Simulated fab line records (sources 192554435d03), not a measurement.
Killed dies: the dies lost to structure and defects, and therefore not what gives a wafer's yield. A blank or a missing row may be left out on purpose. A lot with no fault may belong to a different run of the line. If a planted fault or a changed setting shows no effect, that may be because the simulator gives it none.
Chamber matching :: flow n5-finfet :: 4 sister chambers for N5_DUMMY_GATE_ETCH_31 on rie-diel-04
The step etches SiO2 in C4F6/O2, target depth 82.5 nm, time 27.5 s. 4 wafers are shown with their chamber, then 9 later ones without.

## WAFERS PAIRED WITH THEIR CHAMBERS
wafer: L091.2
chamber: 3
throttle-valve-pct (%): 21.38

wafer: L093.2
chamber: 0
throttle-valve-pct (%): 21.36

wafer: L093.3
chamber: 1
throttle-valve-pct (%): 21.32

wafer: L093.4
chamber: 2
throttle-valve-pct (%): 20.51

## WAFERS WHOSE CHAMBER IS MISSING
wafer: L094.1
throttle-valve-pct (%): 20.50

wafer: L094.5
throttle-valve-pct (%): 21.39

wafer: L094.6
throttle-valve-pct (%): 21.37

wafer: L095.2
throttle-valve-pct (%): 21.34

wafer: L095.3
throttle-valve-pct (%): 21.40

wafer: L095.4
throttle-valve-pct (%): 20.50

wafer: L097.2
throttle-valve-pct (%): 21.36

wafer: L097.4
throttle-valve-pct (%): 21.32

wafer: L097.5
throttle-valve-pct (%): 21.35

## CHAMBER TAKEN BY EACH
wafer: L094.1
from the rows above: 2
in truth: 2

wafer: L094.5
from the rows above: can't be placed: 3 or 0
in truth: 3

wafer: L094.6
from the rows above: can't be placed: 3 or 0
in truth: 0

wafer: L095.2
from the rows above: can't be placed: 0 or 1 or 3
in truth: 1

wafer: L095.3
from the rows above: can't be placed: 3 or 0
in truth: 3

wafer: L095.4
from the rows above: 2
in truth: 2

wafer: L097.2
from the rows above: can't be placed: 0 or 3
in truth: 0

wafer: L097.4
from the rows above: 1
in truth: 1

wafer: L097.5
from the rows above: can't be placed: 0 or 3 or 1
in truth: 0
Correctly placed: 3 of 9. Cannot be placed on the basis of these rows: 6; the candidates contain the true chamber in 6. Wrongly placed: 0.
How it was worked out, from the rows above alone: a wafer's distance from a chamber is the root of the sum, over the readings, of the square of ((its reading less the chamber's mean) divided by the reading's scatter). If the next closest chamber is less than 2 further off than the closest, the wafer can't be placed; otherwise it belongs to the closest. The mean given for a chamber averages the wafers shown for that chamber. The scatter: root of mean squared gap, hidden wafer to nearest shown wafer, with one shown wafer a chamber.
